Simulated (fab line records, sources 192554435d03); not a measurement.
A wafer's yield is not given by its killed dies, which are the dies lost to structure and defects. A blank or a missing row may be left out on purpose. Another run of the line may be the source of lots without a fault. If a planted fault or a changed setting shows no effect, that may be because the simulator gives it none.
Comparing a struck lot with a sound one ; flow n5Finfet ; 14 steps out of a route of 1938
Sound: the wafers L777.3, L777.4, L777.6. Struck: wafer L779.2 (left out: L779.6, a lot-mate that was not struck); the cause follows at the end.
Per side, at each step with rows, come the tool, then ch with its chambers, and then its first start. Under that, the readings that differ: sound wafers ; struck wafers ; difference of the means ; sigmas: that difference in standard deviations of wafers without a fault.
alike: same words and numbers on both sides, and readings whose means sit less than 2 such deviations apart. not compared: any withheld reading, any reading some wafer has no value for, any bound like >300 that may hide the same value, and any number with overlapping values for which the record gives no deviation.
Wherever a step has rows on one side only, a row that says differs or no value, or a row with sigmas, the two part there. Numbers that don't overlap but have no deviation are shown without sigmas and don't part them. A reading missing from all wafers of one side parts the sides only when that side holds two or more wafers.

N5_BEOL_M9_OVL_MEAS_29:
  sound on overlay-01 ch 0, day 10 13:11; struck on overlay-01 ch 0, day 11 00:13
  alike: V8_OVL
N5_BEOL_M9_INSPECT_30: inspects for defects (brightfield).
  sound: defectInspect-02 at day 10 13:14; struck: defectInspect-02 at day 11 00:16
reading;sound;struck;difference;sigmas
rawDefectCount;599 467 347;263;-208;-2
N5_BEOL_M9_DESCUM_33: chemistry O2, time 7 s.
  sound on rieDiel-04 ch 0,1,3, day 10 13:16; struck on rieDiel-04 ch 3, day 11 00:25
  alike: drypumpMotorCurrentA, oesProductAu, rfVppV, showerheadPlenumPTorr, throttleValvePct
  not compared: rfHoursCounterH
then, 1 step without rows for these wafers: N5_BEOL_M9_ETCH_76 (etches underlayer in N2/H2, target depth 6.5 nm, time 5.2 s).
N5_BEOL_M9_ETCH_65: etches SiARC in CF4, target depth 15.6 nm, time 26 s.
  sound on rieDiel-04 ch 0,1,3, day 10 13:20; struck on rieDiel-04 ch 3, day 11 00:28
  alike: cf4FlowSccm, drypumpMotorCurrentA, etchRfOnTimeS, mfcArSccm, oesProductAu, rfVppV, showerheadPlenumPTorr, throttleValvePct
  not compared: rfHoursCounterH
N5_BEOL_M9_ETCH_66: etches SOC in N2/H2, target depth 80 nm, overetch 16 nm, time 120 s.
  sound on rieDiel-04 ch 0,1,3, day 10 13:21; struck on rieDiel-04 ch 3, day 11 00:30
  alike: drypumpMotorCurrentA, oesProductAu, rfVppV, showerheadPlenumPTorr, throttleValvePct
  not compared: rfHoursCounterH
then, 2 steps without rows for these wafers: N5_BEOL_M9_STRIP_69 (strips in N2/H2); N5_BEOL_M9_STRIP_77 (strips in N2/H2).
N5_BEOL_M9_VIA_ETCH_34: etches SiCOH lowk in C4F6/O2, target depth 182.4 nm, time 68.4 s.
  sound on rieDiel-04 ch 0,1,3, day 10 13:27; struck on rieDiel-04 ch 3, day 11 00:36
  alike: drypumpMotorCurrentA, mfcArSccm, oes_ar_750_au, oesProductAu, rfVppV, showerheadPlenumPTorr, throttleValvePct
  not compared: rfHoursCounterH
then, 2 steps without rows for these wafers: N5_BEOL_M9_STRIP_73 (strips in C4F6/O2); N5_BEOL_M9_STRIP_36 (strips in N2/H2).
N5_BEOL_M9_TRENCH_ETCH_37: etches SiCOH lowk in C4F6/O2, target depth 151.43 nm, time 49 s.
  sound on rieDiel-04 ch 0,1,3; struck on rieDiel-04 ch 3
  alike: drypumpMotorCurrentA, mfcArSccm, oes_ar_750_au, oesProductAu, rfVppV, showerheadPlenumPTorr, throttleValvePct
  not compared: rfHoursCounterH
N5_BEOL_M9_ETCH_41: etches SiCN in CH3F/O2, target depth 36.6 nm, time 70.1 s.
  sound on rieDiel-04 ch 0,1,3, day 10 13:36; struck on rieDiel-04 ch 3, day 11 00:44
reading;sound;struck;difference;sigmas
model.etch.depthNm (nm);26.35 26.58 26.25;36.68;+10.29;
  alike: drypumpMotorCurrentA, mfcArSccm, oesProductAu, rfVppV, showerheadPlenumPTorr, throttleValvePct
  not compared: rfHoursCounterH
then, 1 step without rows for these wafers: N5_BEOL_M9_STRIP_80 (strips in N2/H2, time 10 s).

WHERE THEY PART
Only at N5_BEOL_M9_INSPECT_30, within this record. Later steps at which nothing parts them and some readings are alike: N5_BEOL_M9_DESCUM_33, N5_BEOL_M9_ETCH_65, N5_BEOL_M9_ETCH_66, N5_BEOL_M9_VIA_ETCH_34, N5_BEOL_M9_TRENCH_ETCH_37, N5_BEOL_M9_ETCH_41.

WHY: whatever the simulator had introduced
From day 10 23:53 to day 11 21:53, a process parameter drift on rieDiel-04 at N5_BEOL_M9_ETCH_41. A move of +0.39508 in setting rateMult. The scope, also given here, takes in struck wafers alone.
